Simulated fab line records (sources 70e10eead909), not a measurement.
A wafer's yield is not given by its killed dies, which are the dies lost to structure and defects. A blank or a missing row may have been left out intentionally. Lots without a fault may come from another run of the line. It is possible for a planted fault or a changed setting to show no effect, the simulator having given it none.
Matching of chambers	flow nand_harc	3 sister chambers for NHARC_A_ONON_D1_DEP_33 on pecvd-04
The step deposits SiO2, target thk 200 nm. 6 wafers are shown with their chamber, then 8 later ones without.

WAFERS WITH THEIR CHAMBER
wafer	chamber	heater_power_w (W)	throttle_valve_pct (%)
L085.1	1	707	16.0
L085.3	0	842	16.7
L088.2	2	586	16.3
L088.3	1	643	15.9
L088.6	0	746	16.7
L090.1	2	470	16.4

WAFERS MISSING THEIR CHAMBER
wafer	heater_power_w (W)	throttle_valve_pct (%)
L090.3	625	16.0
L090.6	856	16.8
L093.2	453	16.3
L093.3	822	17.0
L093.4	470	16.4
L097.3	543	16.5
L097.4	700	16.2
L097.6	822	16.8

THE CHAMBER EACH PASSED THROUGH
wafer	from the rows above	in truth
L090.3	1	1
L090.6	0	0
L093.2	2	2
L093.3	0	0
L093.4	2	2
L097.3	2	2
L097.4	can't be placed: 2 or 1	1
L097.6	0	0
7 of 8 placed correctly. From these rows, 1 cannot be placed; in 1 the true chamber is one of the candidates. Number placed wrongly: 0.
How it was worked out, from the rows above alone: a wafer's distance from a chamber is the root of the sum, over the readings, of the square of ((its reading less the chamber's mean) divided by the reading's scatter). If the next closest chamber is less than 2 further off than the closest, the wafer can't be placed; otherwise it belongs to the closest. For every chamber, the mean is computed from those of its wafers that are shown. The scatter: the root of (the sum of the squares of (reading less its chamber's mean) over the shown wafers, divided by (wafers less chambers)).
